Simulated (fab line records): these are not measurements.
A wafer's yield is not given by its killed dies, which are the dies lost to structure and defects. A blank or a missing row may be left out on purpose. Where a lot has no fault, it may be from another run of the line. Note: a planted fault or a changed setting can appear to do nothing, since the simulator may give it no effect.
Which tool is to blame? :: flow nand_harc :: 72 wafers from 24 lots sampled at 6 of the route's 1302 steps

WHAT THE GAUGES READ, wafer by wafer
NHARC_P_M2_CD_MEAS_16. Usual: 169.9 nm for cd_nm, sd 1.1.
lot: L074
measured: day 6 16:21
on: cd_sem-03
cd_nm (nm): 169.1 170.8 168.7
flag: 

lot: L075
measured: day 6 18:01
on: cd_sem-01
cd_nm (nm): 171.2 170.2 171.5
flag: 

lot: L076
measured: day 7 03:54
on: cd_sem-02
cd_nm (nm): 170.9 172.1 172.0
flag: 

lot: L077
measured: day 7 20:05
on: cd_sem-02
cd_nm (nm): 168.8 170.5 167.9
flag: 

lot: L078
measured: day 7 20:59
on: cd_sem-02
cd_nm (nm): 170.9 171.3 170.3
flag: 

lot: L079
measured: day 8 07:41
on: cd_sem-01
cd_nm (nm): 171.2 171.7 171.7
flag: 

lot: L080
measured: day 9 01:01
on: cd_sem-01
cd_nm (nm): 169.0 169.7 170.2
flag: 

lot: L081
measured: day 9 07:29
on: cd_sem-03
cd_nm (nm): 169.1 169.7 168.6
flag: 

lot: L082
measured: day 9 17:38
on: cd_sem-01
cd_nm (nm): 171.0 170.1 171.2
flag: 

lot: L084
measured: day 10 10:13
on: cd_sem-02
cd_nm (nm): 169.8 168.5 172.0
flag: 

lot: L083
measured: day 10 11:12
on: cd_sem-01
cd_nm (nm): 169.5 169.9 169.0
flag: 

lot: L085
measured: day 11 03:12
on: cd_sem-02
cd_nm (nm): 171.7 170.6 170.4
flag: 

lot: L086
measured: day 11 08:26
on: cd_sem-01
cd_nm (nm): 172.0 169.6 169.4
flag: 

lot: L087
measured: day 11 14:56
on: cd_sem-02
cd_nm (nm): 168.5 170.1 168.4
flag: 

lot: L088
measured: day 12 08:31
on: cd_sem-01
cd_nm (nm): 170.8 168.6 170.5
flag: 

lot: L089
measured: day 12 14:33
on: cd_sem-01
cd_nm (nm): 171.6 169.9 171.0
flag: 

lot: L090
measured: day 13 05:35
on: cd_sem-01
cd_nm (nm): 171.1 170.6 170.4
flag: 

lot: L091
measured: day 13 19:44
on: cd_sem-01
cd_nm (nm): 170.4 168.4 169.5
flag: 

lot: L092
measured: day 14 07:37
on: cd_sem-02
cd_nm (nm): 170.0 169.2 169.0
flag: 

lot: L093
measured: day 14 13:19
on: cd_sem-02
cd_nm (nm): 167.8 168.4 168.6
flag: 

lot: L094
measured: day 14 17:12
on: cd_sem-01
cd_nm (nm): 167.5 170.0 169.5
flag: 

lot: L096
measured: day 15 05:58
on: cd_sem-02
cd_nm (nm): 168.7 170.8 169.6
flag: 

lot: L095
measured: day 15 06:49
on: cd_sem-03
cd_nm (nm): 167.4 169.2 168.7
flag: 

lot: L097
measured: day 15 23:11
on: cd_sem-03
cd_nm (nm): 170.1 169.7 167.6
flag: 

NHARC_P_BONDPAD_CD_MEAS_13. Usual: 499.5 nm for cd_nm, sd 2.6.
lot: L074
measured: day 6 20:58
on: cd_sem-03
cd_nm (nm): 498.9 499.4 498.7
flag: 

lot: L075
measured: day 6 22:31
on: cd_sem-02
cd_nm (nm): 500.7 501.5 501.7
flag: 

lot: L076
measured: day 7 08:40
on: cd_sem-01
cd_nm (nm): 501.6 505.4 498.9
flag: 

lot: L077
measured: day 8 00:40
on: cd_sem-02
cd_nm (nm): 498.4 497.8 493.6
flag: 

lot: L078
measured: day 8 01:56
on: cd_sem-01
cd_nm (nm): 501.1 500.0 500.8
flag: 

lot: L079
measured: day 8 12:16
on: cd_sem-01
cd_nm (nm): 502.0 501.9 504.7
flag: 

lot: L080
measured: day 9 05:30
on: cd_sem-01
cd_nm (nm): 498.1 496.1 502.0
flag: 

lot: L081
measured: day 9 12:13
on: cd_sem-03
cd_nm (nm): 498.5 494.1 499.7
flag: 

lot: L082
measured: day 9 22:05
on: cd_sem-03
cd_nm (nm): 502.2 503.4 503.3
flag: 

lot: L084
measured: day 10 14:39
on: cd_sem-02
cd_nm (nm): 495.6 497.5 497.4
flag: 

lot: L083
measured: day 10 15:47
on: cd_sem-01
cd_nm (nm): 499.4 503.2 497.3
flag: 

lot: L085
measured: day 11 08:19
on: cd_sem-03
cd_nm (nm): 496.6 493.4 497.0
flag: 

lot: L086
measured: day 11 13:07
on: cd_sem-02
cd_nm (nm): 500.4 497.9 498.2
flag: 

lot: L087
measured: day 11 19:30
on: cd_sem-03
cd_nm (nm): 499.9 497.7 496.0
flag: 

lot: L088
measured: day 12 13:17
on: cd_sem-03
cd_nm (nm): 499.7 502.8 497.6
flag: 

lot: L089
measured: day 12 19:10
on: cd_sem-03
cd_nm (nm): 500.2 498.9 499.7
flag: 

lot: L090
measured: day 13 10:01
on: cd_sem-02
cd_nm (nm): 501.8 498.3 497.9
flag: 

lot: L091
measured: day 14 00:21
on: cd_sem-01
cd_nm (nm): 497.7 501.2 499.5
flag: 

lot: L092
measured: day 14 12:11
on: cd_sem-02
cd_nm (nm): 500.6 494.1 498.2
flag: 

lot: L093
measured: day 14 17:53
on: cd_sem-01
cd_nm (nm): 502.0 497.6 503.9
flag: 

lot: L094
measured: day 14 21:47
on: cd_sem-01
cd_nm (nm): 498.3 504.2 501.7
flag: 

lot: L096
measured: day 15 10:32
on: cd_sem-01
cd_nm (nm): 496.7 500.2 500.8
flag: 

lot: L095
measured: day 15 11:23
on: cd_sem-01
cd_nm (nm): 497.9 498.9 500.0
flag: 

lot: L097
measured: day 16 03:39
on: cd_sem-02
cd_nm (nm): 495.7 496.8 495.7
flag: 

NHARC_A_ONON_D1_THK_MEAS_08: measures by ellipsometry. Usual: 1003 nm for thk_nm, sd 9.5.
lot: L074
measured: day 8 00:29
on: film_metro-02
thk_nm (nm): 994 994 995
flag: 

lot: L075
measured: day 8 00:20
on: film_metro-01
thk_nm (nm): 1011 1010 1011
flag: 

lot: L076
measured: day 8 11:49
on: film_metro-02
thk_nm (nm): 1017 1016 1019
flag: 

lot: L077
measured: day 9 05:47
on: film_metro-02
thk_nm (nm): 1014 1014 1014
flag: 

lot: L078
measured: day 9 05:50
on: film_metro-02
thk_nm (nm): 1004 1006 1003
flag: 

lot: L079
measured: day 9 18:25
on: film_metro-02
thk_nm (nm): 1015 1014 1016
flag: 

lot: L080
measured: day 10 15:16
on: film_metro-01
thk_nm (nm): 1000 1000 1000
flag: 

lot: L081
measured: day 10 15:16
on: film_metro-01
thk_nm (nm): 997 997 996
flag: 

lot: L082
measured: day 11 00:26
on: film_metro-02
thk_nm (nm): 994 995 998
flag: 

lot: L084
measured: day 11 17:22
on: film_metro-02
thk_nm (nm): 989 991 990
flag: 

lot: L083
measured: day 11 17:18
on: film_metro-02
thk_nm (nm): 1012 1010 1012
flag: 

lot: L085
measured: day 12 10:29
on: film_metro-02
thk_nm (nm): 1014 1013 1015
flag: 

lot: L086
measured: day 12 15:11
on: film_metro-01
thk_nm (nm): 980 981 982
flag: 

lot: L087
measured: day 13 00:19
on: film_metro-01
thk_nm (nm): 1007 1004 1005
flag: 

lot: L088
measured: day 13 17:28
on: film_metro-01
thk_nm (nm): 1002 1006 1005
flag: 

lot: L089
measured: day 13 22:20
on: film_metro-02
thk_nm (nm): 1000 1000 1000
flag: 

lot: L090
measured: day 14 14:32
on: film_metro-01
thk_nm (nm): 1008 1008 1007
flag: 

lot: L091
measured: day 15 05:46
on: film_metro-01
thk_nm (nm): 993 996 998
flag: 

lot: L092
measured: day 15 15:20
on: film_metro-01
thk_nm (nm): 985 985 986
flag: 

lot: L093
measured: day 15 20:59
on: film_metro-01
thk_nm (nm): 1014 1014 1015
flag: 

lot: L094
measured: day 16 01:37
on: film_metro-01
thk_nm (nm): 997 996 996
flag: 

lot: L096
measured: day 16 13:42
on: film_metro-02
thk_nm (nm): 1006 1005 1006
flag: 

lot: L095
measured: day 16 13:29
on: film_metro-02
thk_nm (nm): 999 998 1001
flag: 

lot: L097
measured: day 17 06:45
on: film_metro-01
thk_nm (nm): 1006 1004 1006
flag: 

WHAT TOOL EACH LOT RAN ON (gives the tool, then ch and the chambers of the sampled wafers, and finally the start)
lot: L074
NHARC_P_M2_ETCH_28: rie_diel-13 ch 1,2,3, day 6 18:43 or earlier
NHARC_P_M2_PVD_20: pvd_sputter-03, day 6 18:43 or earlier
NHARC_P_M2_PRE_CLEAN_32: pecvd-04 ch 0,1,2, day 6 18:43

lot: L075
NHARC_P_M2_ETCH_28: rie_diel-12 ch 1,2,3, day 6 20:23 or earlier
NHARC_P_M2_PVD_20: pvd_sputter-02, day 6 20:23 or earlier
NHARC_P_M2_PRE_CLEAN_32: pecvd-04 ch 0,2, day 6 20:23

lot: L076
NHARC_P_M2_ETCH_28: rie_diel-12 ch 0,2,3, day 7 06:16 or earlier
NHARC_P_M2_PVD_20: pvd_sputter-01, day 7 06:16 or earlier
NHARC_P_M2_PRE_CLEAN_32: pecvd-01 ch 1, day 7 06:16

lot: L077
NHARC_P_M2_ETCH_28: rie_diel-03 ch 0,1,3, day 7 22:26 or earlier
NHARC_P_M2_PVD_20: pvd_sputter-03, day 7 22:26 or earlier
NHARC_P_M2_PRE_CLEAN_32: pecvd-01 ch 1,2, day 7 22:26

lot: L078
NHARC_P_M2_ETCH_28: rie_diel-03 ch 0,2,3, day 7 23:19 or earlier
NHARC_P_M2_PVD_20: pvd_sputter-01, day 7 23:19 or earlier
NHARC_P_M2_PRE_CLEAN_32: pecvd-04 ch 0,2, day 7 23:19

lot: L079
NHARC_P_M2_ETCH_28: rie_diel-12 ch 0,2, day 8 10:01 or earlier
NHARC_P_M2_PVD_20: pvd_sputter-01, day 8 10:01 or earlier
NHARC_P_M2_PRE_CLEAN_32: pecvd-01 ch 0,1,2, day 8 10:01

lot: L080
NHARC_P_M2_ETCH_28: rie_diel-03 ch 0,1,3, day 9 03:24 or earlier
NHARC_P_M2_PVD_20: pvd_sputter-02, day 9 03:24 or earlier
NHARC_P_M2_PRE_CLEAN_32: pecvd-04 ch 0,1,2, day 9 03:24

lot: L081
NHARC_P_M2_ETCH_28: rie_diel-13 ch 0,1,2, day 9 09:51 or earlier
NHARC_P_M2_PVD_20: pvd_sputter-03, day 9 09:51 or earlier
NHARC_P_M2_PRE_CLEAN_32: pecvd-04 ch 0,1,2, day 9 09:51

lot: L082
NHARC_P_M2_ETCH_28: rie_diel-12 ch 1,2,3, day 9 19:58 or earlier
NHARC_P_M2_PVD_20: pvd_sputter-02, day 9 19:58 or earlier
NHARC_P_M2_PRE_CLEAN_32: pecvd-01 ch 1,2, day 9 19:58

lot: L084
NHARC_P_M2_ETCH_28: rie_diel-03 ch 1,2,3, day 10 12:33 or earlier
NHARC_P_M2_PVD_20: pvd_sputter-02, day 10 12:33 or earlier
NHARC_P_M2_PRE_CLEAN_32: pecvd-04 ch 0,2, day 10 12:33

lot: L083
NHARC_P_M2_ETCH_28: rie_diel-13 ch 0,2,3, day 10 13:33 or earlier
NHARC_P_M2_PVD_20: pvd_sputter-02, day 10 13:33 or earlier
NHARC_P_M2_PRE_CLEAN_32: pecvd-01 ch 0,1, day 10 13:33

lot: L085
NHARC_P_M2_ETCH_28: rie_diel-12 ch 0,1, day 11 05:56 or earlier
NHARC_P_M2_PVD_20: pvd_sputter-02, day 11 05:56 or earlier
NHARC_P_M2_PRE_CLEAN_32: pecvd-03 ch 0,1, day 11 05:56

lot: L086
NHARC_P_M2_ETCH_28: rie_diel-12 ch 1,2, day 11 10:54 or earlier
NHARC_P_M2_PVD_20: pvd_sputter-02, day 11 10:54 or earlier
NHARC_P_M2_PRE_CLEAN_32: pecvd-04 ch 0,1,2, day 11 10:54

lot: L087
NHARC_P_M2_ETCH_28: rie_diel-03 ch 0,2,3, day 11 17:17 or earlier
NHARC_P_M2_PVD_20: pvd_sputter-02, day 11 17:17 or earlier
NHARC_P_M2_PRE_CLEAN_32: pecvd-04 ch 0,1,2, day 11 17:17

lot: L088
NHARC_P_M2_ETCH_28: rie_diel-13 ch 1,3, day 12 11:04 or earlier
NHARC_P_M2_PVD_20: pvd_sputter-03, day 12 11:04 or earlier
NHARC_P_M2_PRE_CLEAN_32: pecvd-01 ch 0,1,2, day 12 11:04

lot: L089
NHARC_P_M2_ETCH_28: rie_diel-13 ch 0,3, day 12 16:58 or earlier
NHARC_P_M2_PVD_20: pvd_sputter-02, day 12 16:58 or earlier
NHARC_P_M2_PRE_CLEAN_32: pecvd-01 ch 0,1,2, day 12 16:58

lot: L090
NHARC_P_M2_ETCH_28: rie_diel-13 ch 0,2,3, day 13 07:56 or earlier
NHARC_P_M2_PVD_20: pvd_sputter-02, day 13 07:56 or earlier
NHARC_P_M2_PRE_CLEAN_32: pecvd-04 ch 0,1,2, day 13 07:56

lot: L091
NHARC_P_M2_ETCH_28: rie_diel-12 ch 0,1, day 13 22:07 or earlier
NHARC_P_M2_PVD_20: pvd_sputter-03, day 13 22:07 or earlier
NHARC_P_M2_PRE_CLEAN_32: pecvd-03 ch 0,2, day 13 22:07

lot: L092
NHARC_P_M2_ETCH_28: rie_diel-13 ch 0,2, day 14 10:02 or earlier
NHARC_P_M2_PVD_20: pvd_sputter-02, day 14 10:02 or earlier
NHARC_P_M2_PRE_CLEAN_32: pecvd-03 ch 0,2, day 14 10:02

lot: L093
NHARC_P_M2_ETCH_28: rie_diel-12 ch 0,3, day 14 15:41 or earlier
NHARC_P_M2_PVD_20: pvd_sputter-02, day 14 15:41 or earlier
NHARC_P_M2_PRE_CLEAN_32: pecvd-01 ch 0,1, day 14 15:41

lot: L094
NHARC_P_M2_ETCH_28: rie_diel-12 ch 0,1,3, day 14 19:33 or earlier
NHARC_P_M2_PVD_20: pvd_sputter-02, day 14 19:33 or earlier
NHARC_P_M2_PRE_CLEAN_32: pecvd-04 ch 0,1, day 14 19:33

lot: L096
NHARC_P_M2_ETCH_28: rie_diel-03 ch 0,1,2, day 15 08:19 or earlier
NHARC_P_M2_PVD_20: pvd_sputter-03, day 15 08:19 or earlier
NHARC_P_M2_PRE_CLEAN_32: pecvd-01 ch 0,1,2, day 15 08:19

lot: L095
NHARC_P_M2_ETCH_28: rie_diel-03 ch 1,2,3, day 15 09:08 or earlier
NHARC_P_M2_PVD_20: pvd_sputter-02, day 15 09:08 or earlier
NHARC_P_M2_PRE_CLEAN_32: pecvd-03 ch 1,2, day 15 09:08

lot: L097
NHARC_P_M2_ETCH_28: rie_diel-12 ch 0,1,3, day 16 01:34 or earlier
NHARC_P_M2_PVD_20: pvd_sputter-02, day 16 01:34 or earlier
NHARC_P_M2_PRE_CLEAN_32: pecvd-04 ch 0,1,2, day 16 01:34
- NHARC_P_M2_ETCH_28: etches the open film in CF4/N2, target depth 30 nm, time 72.99 s.
- NHARC_P_M2_PVD_20: deposits TaN, target thk 5 nm, time 8.06 s.
- NHARC_P_M2_PRE_CLEAN_32: time 12 s.

AS READ BY THE TOOLS THEMSELVES (means over the sampled wafers that have a number; for cases with no such wafer, the mark the record gives instead)
NHARC_P_M2_ETCH_28. Usual: drypump_motor_current_A 5.8 A, standard deviation 0.47; n2_flow_sccm 99.97 sccm, standard deviation 0.28; oes_product_au 1.000 a.u., standard deviation 0.011; rf_vpp_V 314.1 V, standard deviation 1.9; showerhead_plenum_p_Torr 2.62 Torr, standard deviation 0.099; throttle_valve_pct 19.795 %, standard deviation 0.0091.
lot: L074
tool: rie_diel-13
drypump_motor_current_A (A): 5.8
n2_flow_sccm (sccm): 100.02
oes_product_au (a.u.): 1.004
rf_vpp_V (V): 316.7
showerhead_plenum_p_Torr (Torr): 2.72
throttle_valve_pct (%): 19.796
flag: 

lot: L075
tool: rie_diel-12
drypump_motor_current_A (A): 5.9
n2_flow_sccm (sccm): 100.25
oes_product_au (a.u.): 1.010
rf_vpp_V (V): 313.5
showerhead_plenum_p_Torr (Torr): 2.59
throttle_valve_pct (%): 19.797
flag: 

lot: L076
tool: rie_diel-12
drypump_motor_current_A (A): 5.8
n2_flow_sccm (sccm): 100.04
oes_product_au (a.u.): 1.001
rf_vpp_V (V): 314.2
showerhead_plenum_p_Torr (Torr): 2.63
throttle_valve_pct (%): 19.795
flag: 

lot: L077
tool: rie_diel-03
drypump_motor_current_A (A): 6.1
n2_flow_sccm (sccm): 100.11
oes_product_au (a.u.): 0.999
rf_vpp_V (V): 313.9
showerhead_plenum_p_Torr (Torr): 2.63
throttle_valve_pct (%): 19.791
flag: 

lot: L078
tool: rie_diel-03
drypump_motor_current_A (A): 6.0
n2_flow_sccm (sccm): 100.02
oes_product_au (a.u.): 0.999
rf_vpp_V (V): 312.9
showerhead_plenum_p_Torr (Torr): 2.57
throttle_valve_pct (%): 19.799
flag: 

lot: L079
tool: rie_diel-12
drypump_motor_current_A (A): 5.3
n2_flow_sccm (sccm): 99.70
oes_product_au (a.u.): 1.001
rf_vpp_V (V): 313.3
showerhead_plenum_p_Torr (Torr): 2.60
throttle_valve_pct (%): 19.800
flag: 

lot: L080
tool: rie_diel-03
drypump_motor_current_A (A): 6.2
n2_flow_sccm (sccm): 99.90
oes_product_au (a.u.): 1.003
rf_vpp_V (V): 315.4
showerhead_plenum_p_Torr (Torr): 2.63
throttle_valve_pct (%): 19.783
flag: 

lot: L081
tool: rie_diel-13
drypump_motor_current_A (A): 5.6
n2_flow_sccm (sccm): 100.03
oes_product_au (a.u.): 0.994
rf_vpp_V (V): 315.1
showerhead_plenum_p_Torr (Torr): 2.68
throttle_valve_pct (%): 19.799
flag: 

lot: L082
tool: rie_diel-12
drypump_motor_current_A (A): 6.0
n2_flow_sccm (sccm): 99.99
oes_product_au (a.u.): 1.007
rf_vpp_V (V): 313.1
showerhead_plenum_p_Torr (Torr): 2.58
throttle_valve_pct (%): 19.796
flag: 

lot: L084
tool: rie_diel-03
drypump_motor_current_A (A): 5.8
n2_flow_sccm (sccm): 99.75
oes_product_au (a.u.): 1.000
rf_vpp_V (V): 313.5
showerhead_plenum_p_Torr (Torr): 2.58
throttle_valve_pct (%): 19.796
flag: 

lot: L083
tool: rie_diel-13
drypump_motor_current_A (A): 5.5
n2_flow_sccm (sccm): 100.20
oes_product_au (a.u.): 1.011
rf_vpp_V (V): 314.1
showerhead_plenum_p_Torr (Torr): 2.62
throttle_valve_pct (%): 19.802
flag: 

lot: L085
tool: rie_diel-12
drypump_motor_current_A (A): 5.7
n2_flow_sccm (sccm): 99.69
oes_product_au (a.u.): 1.000
rf_vpp_V (V): 315.1
showerhead_plenum_p_Torr (Torr): 2.67
throttle_valve_pct (%): 19.792
flag: 

lot: L086
tool: rie_diel-12
drypump_motor_current_A (A): 5.4
n2_flow_sccm (sccm): 100.01
oes_product_au (a.u.): 1.006
rf_vpp_V (V): 313.4
showerhead_plenum_p_Torr (Torr): 2.56
throttle_valve_pct (%): 19.799
flag: 

lot: L087
tool: rie_diel-03
drypump_motor_current_A (A): 6.0
n2_flow_sccm (sccm): 99.76
oes_product_au (a.u.): 0.990
rf_vpp_V (V): 312.8
showerhead_plenum_p_Torr (Torr): 2.57
throttle_valve_pct (%): 19.795
flag: 

lot: L088
tool: rie_diel-13
drypump_motor_current_A (A): 6.0
n2_flow_sccm (sccm): 100.18
oes_product_au (a.u.): 0.988
rf_vpp_V (V): 314.8
showerhead_plenum_p_Torr (Torr): 2.70
throttle_valve_pct (%): 19.801
flag: 

lot: L089
tool: rie_diel-13
drypump_motor_current_A (A): 5.6
n2_flow_sccm (sccm): 100.11
oes_product_au (a.u.): 1.012
rf_vpp_V (V): 313.4
showerhead_plenum_p_Torr (Torr): 2.54
throttle_valve_pct (%): 19.792
flag: 

lot: L090
tool: rie_diel-13
drypump_motor_current_A (A): 5.5
n2_flow_sccm (sccm): 100.25
oes_product_au (a.u.): 1.009
rf_vpp_V (V): 313.6
showerhead_plenum_p_Torr (Torr): 2.62
throttle_valve_pct (%): 19.803
flag: 

lot: L091
tool: rie_diel-12
drypump_motor_current_A (A): 5.7
n2_flow_sccm (sccm): 100.10
oes_product_au (a.u.): 0.985
rf_vpp_V (V): 315.5
showerhead_plenum_p_Torr (Torr): 2.67
throttle_valve_pct (%): 19.800
flag: 

lot: L092
tool: rie_diel-13
drypump_motor_current_A (A): 5.4
n2_flow_sccm (sccm): 99.75
oes_product_au (a.u.): 0.996
rf_vpp_V (V): 315.3
showerhead_plenum_p_Torr (Torr): 2.69
throttle_valve_pct (%): 19.794
flag: 

lot: L093
tool: rie_diel-12
drypump_motor_current_A (A): 5.9
n2_flow_sccm (sccm): 100.07
oes_product_au (a.u.): 0.988
rf_vpp_V (V): 314.1
showerhead_plenum_p_Torr (Torr): 2.67
throttle_valve_pct (%): 19.792
flag: 

lot: L094
tool: rie_diel-12
drypump_motor_current_A (A): 6.1
n2_flow_sccm (sccm): 99.83
oes_product_au (a.u.): 0.999
rf_vpp_V (V): 314.3
showerhead_plenum_p_Torr (Torr): 2.63
throttle_valve_pct (%): 19.783
flag: 

lot: L096
tool: rie_diel-03
drypump_motor_current_A (A): 6.1
n2_flow_sccm (sccm): 100.15
oes_product_au (a.u.): 0.999
rf_vpp_V (V): 314.5
showerhead_plenum_p_Torr (Torr): 2.62
throttle_valve_pct (%): 19.799
flag: 

lot: L095
tool: rie_diel-03
drypump_motor_current_A (A): 5.8
n2_flow_sccm (sccm): 99.85
oes_product_au (a.u.): 0.986
rf_vpp_V (V): 312.9
showerhead_plenum_p_Torr (Torr): 2.57
throttle_valve_pct (%): 19.798
flag: 

lot: L097
tool: rie_diel-12
drypump_motor_current_A (A): 6.0
n2_flow_sccm (sccm): 100.00
oes_product_au (a.u.): 1.003
rf_vpp_V (V): 314.8
showerhead_plenum_p_Torr (Torr): 2.63
throttle_valve_pct (%): 19.790
flag: 

NHARC_P_M2_PVD_20. Usual: 30.0 % for throttle_valve_pct, sd 1.
lot: L074
tool: pvd_sputter-03
throttle_valve_pct (%): 29.7
flag: 

lot: L075
tool: pvd_sputter-02
throttle_valve_pct (%): 30.5
flag: 

lot: L076
tool: pvd_sputter-01
throttle_valve_pct (%): 28.9
flag: 

lot: L077
tool: pvd_sputter-03
throttle_valve_pct (%): 30.0
flag: 

lot: L078
tool: pvd_sputter-01
throttle_valve_pct (%): 29.3
flag: 

lot: L079
tool: pvd_sputter-01
throttle_valve_pct (%): 29.8
flag: 

lot: L080
tool: pvd_sputter-02
throttle_valve_pct (%): 30.2
flag: 

lot: L081
tool: pvd_sputter-03
throttle_valve_pct (%): 30.0
flag: 

lot: L082
tool: pvd_sputter-02
throttle_valve_pct (%): 29.9
flag: 

lot: L084
tool: pvd_sputter-02
throttle_valve_pct (%): 29.9
flag: 

lot: L083
tool: pvd_sputter-02
throttle_valve_pct (%): 29.8
flag: 

lot: L085
tool: pvd_sputter-02
throttle_valve_pct (%): 30.4
flag: 

lot: L086
tool: pvd_sputter-02
throttle_valve_pct (%): 29.9
flag: 

lot: L087
tool: pvd_sputter-02
throttle_valve_pct (%): 29.9
flag: 

lot: L088
tool: pvd_sputter-03
throttle_valve_pct (%): 29.9
flag: 

lot: L089
tool: pvd_sputter-02
throttle_valve_pct (%): 30.5
flag: 

lot: L090
tool: pvd_sputter-02
throttle_valve_pct (%): 30.8
flag: 

lot: L091
tool: pvd_sputter-03
throttle_valve_pct (%): 29.6
flag: 

lot: L092
tool: pvd_sputter-02
throttle_valve_pct (%): 30.5
flag: 

lot: L093
tool: pvd_sputter-02
throttle_valve_pct (%): 29.8
flag: 

lot: L094
tool: pvd_sputter-02
throttle_valve_pct (%): 30.7
flag: 

lot: L096
tool: pvd_sputter-03
throttle_valve_pct (%): 29.8
flag: 

lot: L095
tool: pvd_sputter-02
throttle_valve_pct (%): 30.3
flag: 

lot: L097
tool: pvd_sputter-02
throttle_valve_pct (%): 30.8
flag: 

NHARC_P_M2_PRE_CLEAN_32. Usual: 656 W for heater_power_w, sd 94.
lot: L074
tool: pecvd-04
heater_power_w (W): 692
flag: 

lot: L075
tool: pecvd-04
heater_power_w (W): 645
flag: 

lot: L076
tool: pecvd-01
heater_power_w (W): 788
flag: 

lot: L077
tool: pecvd-01
heater_power_w (W): 642
flag: 

lot: L078
tool: pecvd-04
heater_power_w (W): 723
flag: 

lot: L079
tool: pecvd-01
heater_power_w (W): 693
flag: 

lot: L080
tool: pecvd-04
heater_power_w (W): 662
flag: 

lot: L081
tool: pecvd-04
heater_power_w (W): 684
flag: 

lot: L082
tool: pecvd-01
heater_power_w (W): 702
flag: 

lot: L084
tool: pecvd-04
heater_power_w (W): 644
flag: 

lot: L083
tool: pecvd-01
heater_power_w (W): 670
flag: 

lot: L085
tool: pecvd-03
heater_power_w (W): 502
flag: 

lot: L086
tool: pecvd-04
heater_power_w (W): 665
flag: 

lot: L087
tool: pecvd-04
heater_power_w (W): 647
flag: 

lot: L088
tool: pecvd-01
heater_power_w (W): 646
flag: 

lot: L089
tool: pecvd-01
heater_power_w (W): 684
flag: 

lot: L090
tool: pecvd-04
heater_power_w (W): 660
flag: 

lot: L091
tool: pecvd-03
heater_power_w (W): 640
flag: 

lot: L092
tool: pecvd-03
heater_power_w (W): 631
flag: 

lot: L093
tool: pecvd-01
heater_power_w (W): 645
flag: 

lot: L094
tool: pecvd-04
heater_power_w (W): 583
flag: 

lot: L096
tool: pecvd-01
heater_power_w (W): 684
flag: 

lot: L095
tool: pecvd-03
heater_power_w (W): 623
flag: 

lot: L097
tool: pecvd-04
heater_power_w (W): 658
flag: 

THE ANSWER, worked out from the rows above alone
Rule: a lot is off if the mean of its wafers that have a number lies more than 3 standard deviations from the usual mean. Also off: a lot with no number at a reading for which 4 or more lots have one. Any other lot the step has rows for is counted as sound. First the gauges in route order, then the tools' own readings, where a lot's mean is used as printed above. At the first step where some lot is off, the reading lying furthest off is the one used; lots without a number count as furthest.
No lot is off at any reading shown: from this, nothing can be told.

WHAT THE SIMULATOR PUT IN
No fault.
